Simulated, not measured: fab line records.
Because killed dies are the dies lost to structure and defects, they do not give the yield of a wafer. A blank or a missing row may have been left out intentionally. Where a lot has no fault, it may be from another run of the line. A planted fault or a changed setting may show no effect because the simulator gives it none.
Chamber matching	flow nandHarc	rieDiel-12 running NHARC_A_STAIRCASE_ETCH_253: 4 sister chambers
The step etches the open film in C4F8/O2, target depth 50 nm, time 20.2 s. 14 wafers are shown with their chamber, then 7 later ones without.

## WAFERS PAIRED WITH THEIR CHAMBERS
wafer	chamber	rfVppV (V)	oesProductAu (a.u.)
L403.1	2	904	0.929
L403.5	0	895	0.956
L403.6	1	893	0.945
L407.1	2	905	0.947
L407.5	1	893	0.951
L407.6	0	892	0.939
L410.2	0	891	0.978
L410.3	1	893	0.965
L410.5	2	903	0.963
L414.1	3	903	0.940
L414.3	0	893	0.942
L414.5	1	893	0.940
L417.1	0	893	0.949
L417.2	2	904	0.970

SIGNATURES, as means of the wafers listed above
reading	chamber 0	chamber 1	chamber 2	chamber 3	scatter within a chamber
rfVppV	892.80	893.00	904.00	903.00	1.04
oesProductAu	0.95280	0.95025	0.95225	0.94000	0.0152
Rule: for a wafer and a chamber, the distance is found by dividing, reading by reading, the gap between the wafer's reading and the chamber's mean by the reading's scatter, squaring, summing and taking the root. If the next closest chamber is less than 2 further off than the closest, the wafer can't be placed; otherwise it belongs to the closest. The scatter: the root of (the sum of the squares of (reading less its chamber's mean) over the shown wafers, divided by (wafers less chambers)).

## WAFERS WITHOUT THEIR CHAMBER
wafer	rfVppV (V)	oesProductAu (a.u.)
L417.6	901	0.968
L424.1	893	0.969
L424.5	902	0.946
L424.6	892	0.965
L423.3	894	0.993
L423.5	903	1.003
L423.6	901	0.960

## THE CHAMBER EACH PASSED THROUGH
wafer	from the rows above	in truth
L417.6	can't be placed: 3 or 2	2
L424.1	can't be placed: 0 or 1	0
L424.5	can't be placed: 3 or 2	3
L424.6	can't be placed: 0 or 1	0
L423.3	can't be placed: 0 or 1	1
L423.5	can't be placed: 2 or 3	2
L423.6	can't be placed: 3 or 2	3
0 of 7 placed correctly. Unplaceable from these rows: 7, with the true chamber sitting among the candidates in 7. Number placed wrongly: 0.
